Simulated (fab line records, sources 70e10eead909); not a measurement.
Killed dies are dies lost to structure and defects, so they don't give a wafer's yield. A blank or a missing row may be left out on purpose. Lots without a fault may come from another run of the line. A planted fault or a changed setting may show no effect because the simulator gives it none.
Chamber matching | flow nand_harc | NHARC_A_WL_FILL_ETCHBACK_26 on rie_si-04: 4 sister chambers
The step etches the open film in HBr, target depth 52 nm, time 13.3 s. 4 wafers are shown with their chamber, then 10 later ones without.

WAFERS WITH THEIR CHAMBER
wafer  | chamber | oes_product_au (a.u.)
L088.3 | 0       | 0.990
L088.5 | 2       | 0.992
L090.2 | 1       | 1.002
L090.5 | 3       | 1.001

WAFERS WITHOUT THEIR CHAMBER
wafer  | oes_product_au (a.u.)
L090.6 | 1.002
L091.2 | 0.995
L091.4 | 0.995
L091.6 | 0.991
L095.2 | 1.001
L095.5 | 0.995
L095.6 | 0.996
L096.1 | 1.000
L096.3 | 1.004
L096.4 | 0.999

WHICH CHAMBER EACH WENT THROUGH
wafer  | from the rows above               | in truth
L090.6 | can't be placed: 1 or 3           | 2
L091.2 | can't be placed: 2 or 0 or 3 or 1 | 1
L091.4 | can't be placed: 2 or 0 or 3 or 1 | 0
L091.6 | can't be placed: 0 or 2           | 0
L095.2 | can't be placed: 3 or 1           | 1
L095.5 | can't be placed: 2 or 0 or 3 or 1 | 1
L095.6 | can't be placed: 2 or 3 or 0 or 1 | 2
L096.1 | can't be placed: 3 or 1           | 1
L096.3 | can't be placed: 1 or 3           | 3
L096.4 | can't be placed: 3 or 1           | 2
Placed correctly: 0 of 10. Can't be placed from these rows: 10 (the true chamber is among the candidates in 8). Placed wrongly: 0.
How it was worked out, from the rows above alone: a wafer's distance from a chamber is the root of the sum, over the readings, of the square of ((its reading less the chamber's mean) divided by the reading's scatter). The wafer belongs to the nearest chamber; if the next one is less than 2 further off, it can't be placed. A chamber's mean is the mean of its shown wafers. The scatter: with one shown wafer a chamber, the root of the mean of the squares of how far each hidden wafer lies from its nearest shown one.
